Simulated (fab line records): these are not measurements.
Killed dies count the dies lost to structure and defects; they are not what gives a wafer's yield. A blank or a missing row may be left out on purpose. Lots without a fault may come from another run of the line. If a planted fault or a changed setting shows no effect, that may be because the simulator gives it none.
The tool behind it: which one? ; flow nand_harc ; Sampling: 6 lots, 18 wafers, 2 of 1302 route steps

## WHAT EACH GAUGE READ, for each wafer
NHARC_P_GATE_CD_MEAS_26 targets a cd of 120 nm.
lot;measured;on;cd_nm (nm)
L702;day 6 01:50;cd_sem-03;119.8 120.1 119.7
L705;day 7 05:19;cd_sem-01;120.8 120.9 120.0
L709;day 8 13:34;cd_sem-02;119.9 120.8 120.8
L713;day 11 02:32;cd_sem-02;119.8 120.4 120.8
L720;day 14 00:13;cd_sem-02;119.7 119.3 120.3
L723;day 15 01:42;cd_sem-01;120.8 119.6 120.1

## WHICH TOOL RAN EACH LOT (tool, then ch and the chambers of the sampled wafers, then the start)
lot;NHARC_P_GATE_EXPOSE_23
L702;arfi_scanner-02 ch 0, day 6 01:41
L705;arfi_scanner-02 ch 0, day 7 05:10
L709;arfi_scanner-03 ch 0, day 8 13:25
L713;arfi_scanner-01 ch 0, day 11 02:24
L720;arfi_scanner-01 ch 0, day 14 00:04
L723;arfi_scanner-01 ch 0, day 15 01:34
- NHARC_P_GATE_EXPOSE_23: exposes mask P GATE, target cd 120 nm.

## THE ANSWER, worked out from the rows above alone
Rule: what is usual is taken from the lots themselves. Put in order of their means at a reading, lots are off if they are a third of the lots or fewer, leave a main group of 4 or more, and stand apart from it by a gap of 3 or more times the standard deviation of the main group's means; of several such gaps the widest counts. A main group is skipped when, at the precision printed for the reading in the tables above, its means are all equal. Also off: a lot with no number at a reading for which 4 or more lots have one. All remaining lots with rows at the step are treated as sound.
Nothing can be told from this: no lot is off at any reading shown.

## WHAT HAD BEEN PUT IN BY THE SIMULATOR
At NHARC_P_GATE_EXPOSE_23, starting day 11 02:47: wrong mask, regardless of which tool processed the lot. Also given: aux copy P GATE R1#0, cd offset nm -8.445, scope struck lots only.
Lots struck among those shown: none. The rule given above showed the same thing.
